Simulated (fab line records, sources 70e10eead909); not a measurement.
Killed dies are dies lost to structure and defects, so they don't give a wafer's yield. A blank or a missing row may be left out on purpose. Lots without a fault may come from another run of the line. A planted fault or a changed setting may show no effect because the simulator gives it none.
fab line records | flow nand_harc
record lots=6 wafers=18 last_day=33
route steps=1302 shown A_DECK1_JOINT@518 END@1302
lots that met no fault: from a run of the same line without faults
start_h: hours from the record's first day to the start of the lot's first wafer shown | wait_h: hours since the lot's step before | " the same as in the row above | L1.1+2: a row that stands for several wafers | - no value, or no start given | * or withheld: withheld | < > ~ a bound
route shown NAME@n: a module of which the file shows steps, and the number in the route of the first | usual: mean/standard deviation of fault-free wafers | same: alike in all rows | chamber/n: place in a boat | sites: the reading at each site | _std_site: their standard deviation | _edge_site: outer sites' mean less inner sites' | radius_mm: how far each site lies from the wafer's centre | mask NAME#n: copy n | behind: the tool/chamber that last shaped the wafer | hold: why the lot was held/for how many hours/how that ended | device: the transistor (n, p or np) that didn't switch | end of line: the same wafers' tests at the end of the route | a step without rows: its recipe alone | killed: dies lost to structure and defects at the first sort, not the wafer's yield | map: a wafer's dies, x killed, . not, _ none there
set.NAME: the setting as run; set.NAME@STEP: as run at that earlier step | model.NAME: the simulator's own value behind a step, which no gauge read
lots at some steps of the route; a table a step, a row a wafer
services: from which hour (start_h, from the record's first day; less than 0 if before it) a tool's chamber was out of use, for how many hours, and why
## steps
# step NHARC_A_DECK1_JOINT_ETCHBACK_07
# recipe target_depth_a=1050 time_s=26.9 hbr_flow_sccm=150 rf_w=350 icp_w=350 bias_w=60 chemistry=HBr
# usual bias_w=60.01/0.17 chamber_pressure_mTorr=15.001/0.013 drypump_motor_current_A=5.6/0.42 oes_product_au=1.001/0.0082 throttle_valve_pct=23.266/0.009
# columns lot.wafer tool chamber start_h wait_h bias_w chamber_pressure_mTorr drypump_motor_current_A oes_product_au rf_hours_counter_h throttle_valve_pct
L226.4 rie_si-04 2 291.99 0.1 60.20 15.000 5.9 1.000 0.9 23.273
L226.5 " 0 " " 60.14 14.997 5.9 0.996 - 23.268
L226.6 " 1 " " 59.75 15.008 4.8 1.006 - 23.263
L231.4 rie_si-05 1 340.27 0.1 60.09 15.004 5.4 0.994 0.1 23.274
L231.1 " 3 " " 60.14 14.999 5.4 0.991 0.1 23.256
L231.5 " 1 " " 60.18 14.992 5.4 0.997 - 23.273
L235.3 rie_si-03 1 384.05 0.1 60.08 14.997 6.2 0.994 1.2 23.261
L235.1 " 2 " " 60.05 15.014 6.1 1.006 1.2 23.265
L235.6 " 1 " " 59.97 14.988 6.2 0.994 - 23.250
L236.3 rie_si-04 0 384.07 0.1 59.98 15.028 5.9 1.011 0.2 23.256
L236.4 " 2 " " 60.49 15.014 5.9 1.018 0.2 23.272
L236.5 " 0 " " 59.80 15.007 5.9 1.017 - 23.246
L238.1 rie_si-05 2 408.24 0.1 59.77 14.987 5.5 1.005 0.8 23.269
L238.5 " 2 " " 60.09 14.994 5.5 1.013 - 23.270
L238.6 " 3 " " 60.27 14.997 5.4 1.004 - 23.247
L244.1 rie_si-03 3 465.20 0.1 59.78 15.020 6.1 1.004 0.5 23.252
L244.5 " 3 " " 59.98 15.027 6.1 1.005 - 23.282
L244.6 " 0 " " 60.18 15.012 5.6 0.994 - 23.251
# step NHARC_A_DECK1_JOINT_ETCH_25
# recipe target_depth_a=5 chemistry=dHF material=SiO2
# step NHARC_A_DECK1_JOINT_ETCH_19
# recipe temp_c=25 target_depth_a=30 chemistry=TMAH material=poly-Si
# step NHARC_A_DECK1_JOINT_ETCH_18
# recipe target_depth_a=30 chemistry=dHF material=SiO2
# step NHARC_A_DECK1_JOINT_WET_08
# recipe temp_c=160 time_s=86 chemistry=H3PO4
# step NHARC_A_DECK1_JOINT_ETCH_09
# recipe target_depth_a=50 chemistry=dHF material=SiO2
# step NHARC_A_DECK1_JOINT_WET_10
# recipe temp_c=160 time_s=86 chemistry=H3PO4
# step NHARC_A_DECK1_JOINT_ETCH_11
# recipe target_depth_a=350 chemistry=dHF material=SiO2
# step NHARC_A_DECK1_JOINT_CVD_12
# recipe target_thk_a=900 temp_c=620 pressure_mtorr=200 time_s=1800 material=poly-Si
# step NHARC_A_DECK1_JOINT_CMP_13
# recipe target_thk_nm=51.023
# usual motor_current_A=12.4/1.4 time_to_endpoint_s=9.4/1.8
# columns lot.wafer tool chamber start_h wait_h motor_current_A time_to_endpoint_s
L226.4 cmp-02 3 305.96 0.4 13.0 10.7
L226.5 " 0 " " 10.7 8.9
L226.6 " 1 " " 12.0 6.4
L231.4 cmp-03 1 354.09 0.4 11.2 8.2
L231.1 " 3 " " 11.1 11.9
L231.5 " 1 " " 11.7 10.8
L235.1 cmp-02 3 394.37 0.4 12.8 8.4
L235.3 " 1 " " 11.1 8.7
L235.6 " 3 " " 13.3 7.9
L236.3 cmp-01 0 394.42 0.4 12.3 11.1
L236.4 " 1 " " 12.0 12.0
L236.5 " 3 " " 10.1 8.8
L238.1 cmp-03 0 418.52 0.4 12.4 7.3
L238.6 " 0 " " 12.7 10.2
L238.5 " 1 " " 10.8 4.4
L244.1 cmp-01 2 475.56 0.4 13.5 8.1
L244.6 " 0 " " 11.4 7.8
L244.5 " 1 " " 12.3 6.4
# step NHARC_A_DECK1_JOINT_THK_MEAS_14
# recipe thk_meas_gauge=ellipsometry
# usual thk_nm=51.1/1.4
# columns lot.wafer tool chamber start_h wait_h thk_nm
L226.4 film_metro-01 - 306.14 0.2 49.3
L226.5 " - " " 50.6
L226.6 " - " " 51.3
L231.1 film_metro-02 - 354.34 0.2 52.2
L231.4 " - " " 49.5
L231.5 " - " " 51.0
L235.1 film_metro-01 - 394.63 0.2 50.7
L235.3 " - " " 51.7
L235.6 " - " " 51.7
L236.3 film_metro-02 - 394.63 0.2 54.8
L236.4 " - " " 53.0
L236.5 " - " " 52.5
L238.1 film_metro-01 - 418.78 0.2 50.8
L238.5 " - " " 54.1
L238.6 " - " " 51.7
L244.1 film_metro-02 - 475.76 0.2 50.6
L244.5 " - " " 51.8
L244.6 " - " " 50.5
# step NHARC_A_DECK1_JOINT_SRD_04
# step NHARC_A_DECK1_JOINT_ETCHBACK_00
# recipe target_depth_a=300 time_s=17.4 hbr_flow_sccm=150 rf_w=350 icp_w=350 bias_w=60 chemistry=HBr
# usual bias_w=60.01/0.18 chamber_pressure_mTorr=14.998/0.014 drypump_motor_current_A=5.6/0.43 oes_product_au=1.003/0.0071 throttle_valve_pct=23.266/0.01
# columns lot.wafer tool chamber start_h wait_h bias_w chamber_pressure_mTorr drypump_motor_current_A oes_product_au rf_hours_counter_h throttle_valve_pct
L226.6 rie_si-03 0 306.32 0.1 60.05 15.005 5.6 0.999 - 23.257
L226.4 " 1 " " 59.79 15.020 6.2 1.006 - 23.262
L226.5 " 2 " " 60.01 14.983 6.0 1.015 - 23.254
L231.1 rie_si-05 3 354.48 0.1 60.32 15.021 5.4 0.995 0.2 23.257
L231.4 " 0 " " 59.95 15.011 5.5 0.999 0.2 23.283
L231.5 " 3 " " 60.02 14.988 5.4 1.004 - 23.254
L236.3 rie_si-05 1 394.75 0.1 - - - - - -
L236.5 " 1 " " - - - - - -
L236.4 " 2 " " - - - - - -
L235.1 rie_si-04 3 394.75 0.1 - - - - - -
L235.3 " 1 " " - - - - - -
L235.6 " 1 " " - - - - - -
L238.1 rie_si-05 1 418.92 0.1 60.18 14.973 5.4 1.012 0.7 23.258
L238.6 " 0 " " 60.16 15.002 5.4 1.006 - 23.259
L238.5 " 1 " " 59.89 14.994 5.4 0.998 - 23.255
L244.1 rie_si-03 0 475.93 0.1 60.03 14.965 5.6 0.997 0.5 23.268
L244.6 " 1 " " 60.28 14.987 6.2 1.002 - 23.248
L244.5 " 2 " " 59.74 14.997 6.1 1.011 - 23.262
# step NHARC_A_DECK1_JOINT_PRECLEAN_30
# recipe time_s=* temp_c=50 bath_age_min=0 chemistry=SC1
# step NHARC_END_SORT_01
# recipe temp_c=25
# usual killed_at_array=61/23 killed_at_other=1.3/1.4 killed_at_periphery=4.0/2.6 killed_dies=66/22 killed_open=3.4/1.8 killed_short=2.3/1.4
# same gross_dies=677
# columns lot.wafer tool chamber start_h wait_h killed_at_array killed_at_other killed_at_periphery killed_dies killed_open killed_short
L235.1 prober-01 0 722.66 2.5 82 0 1 83 3 0
L235.3 prober-01 0 724.26 3.1 75 0 4 79 3 0
L235.6 prober-01 0 726.66 4.0 67 0 4 71 4 0
L236.3 prober-02 0 724.43 3.2 57 4 6 67 3 2
L236.4 prober-02 0 725.24 3.5 55 4 5 64 2 3
# killed by level:class
L235.1 A_CHANNEL_HOLE_D1:chamber_film_flake=38 A_CHANNEL_HOLE_D2:chamber_film_flake=30 A_CONTACT:chamber_film_flake=6 A_STAIRCASE:chamber_film_flake=2 A_SLIT:chamber_film_flake=2 A_DECK1_JOINT:geometric_particle:open=1 A_CONTACT:geometric_particle:open=1 A_M0:geometric_particle:open=1
L235.3 A_CHANNEL_HOLE_D1:chamber_film_flake=41 A_CHANNEL_HOLE_D2:chamber_film_flake=22 A_STAIRCASE:chamber_film_flake=5 A_SLIT:chamber_film_flake=4 P_M0:geometric_particle:open=2 A_BLC:geometric_particle:open=1 P_ZERO_WELL:chamber_film_flake=1 P_M2:chamber_film_flake=1
L236.3 A_SLIT:chamber_film_flake=31 A_CHANNEL_HOLE_D1:chamber_film_flake=10 A_CONTACT:chamber_film_flake=9 THIN_TSV:chamber_film_flake=4 P_M2:chamber_film_flake=3 A_CHANNEL_FILL_D2:geometric_particle:open=2 A_CHANNEL_FILL_D1:chamber_film_flake=2 P_CONTACT:geometric_particle:open=1
L236.4 A_SLIT:chamber_film_flake=31 A_CONTACT:chamber_film_flake=8 A_CHANNEL_HOLE_D1:chamber_film_flake=7 P_M0:chamber_film_flake=3 THIN_TSV:chamber_film_flake=3 A_CHANNEL_FILL_D2:geometric_particle:short=2 A_STAIRCASE:chamber_film_flake=2 A_BONDPAD:chamber_film_flake=2
L235.6 A_CHANNEL_HOLE_D1:chamber_film_flake=33 A_CHANNEL_HOLE_D2:chamber_film_flake=24 A_SLIT:chamber_film_flake=3 P_STI:chamber_film_flake=2 A_CONTACT:chamber_film_flake=2 P_GATE:geometric_particle:open=1 A_CHANNEL_FILL_D1:geometric_particle:open=1 A_CONTACT:geometric_particle:open=1
## services
# columns tool chamber start_h hours kind
cmp-01 - 283.50 4.0 pm
cmp-03 - 287.40 0.9 repair
cmp-03 - 292.13 4.0 pm
rie_si-03 3 302.85 6.2 repair
rie_si-05 - 305.00 9.0 pm
rie_si-05 0 305.00 9.0 vent_cycle
rie_si-05 1 305.00 9.0 vent_cycle
rie_si-03 0 315.69 5.2 repair
cmp-02 - 317.24 0.5 repair
cmp-01 - 328.52 0.9 repair
cmp-02 - 330.52 4.0 pm
rie_si-04 - 342.00 9.0 pm
rie_si-03 3 367.91 6.0 repair
cmp-03 - 371.51 2.4 repair
cmp-01 - 381.50 4.0 pm
rie_si-05 3 383.93 12.8 repair
cmp-03 - 390.28 4.0 pm
rie_si-04 0 391.78 5.4 repair
rie_si-03 - 398.00 9.0 pm
cmp-01 - 413.27 0.6 repair
cmp-02 - 428.52 4.0 pm
rie_si-03 0 432.83 6.5 repair
cmp-03 - 456.90 2.2 repair
cmp-02 - 475.89 0.7 repair
## key
first_sign step=NHARC_A_DECK1_JOINT_ETCHBACK_00 reading=tool_record direction=missing
effect none on later readings
met_at NHARC_A_DECK1_JOINT_ETCHBACK_00
struck_wafers L235.1,L235.3,L235.6,L236.3,L236.4,L236.5
tester_left_out L235,L236
onset_between 354.48 394.75
fault kind=skipped_step_whole tool=rie_si-04,rie_si-05 chamber=- onset_h=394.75 steps=NHARC_A_DECK1_JOINT_ETCHBACK_00 scope=struck_lots_only
# tester_left_out: of these lots the tester's yield and bins aren't shown, on N5 and GAA mostly nor the transistor test; their killed dies are dies lost to structure and defects alone, not to doping, threshold or leakage, so they don't give the yield
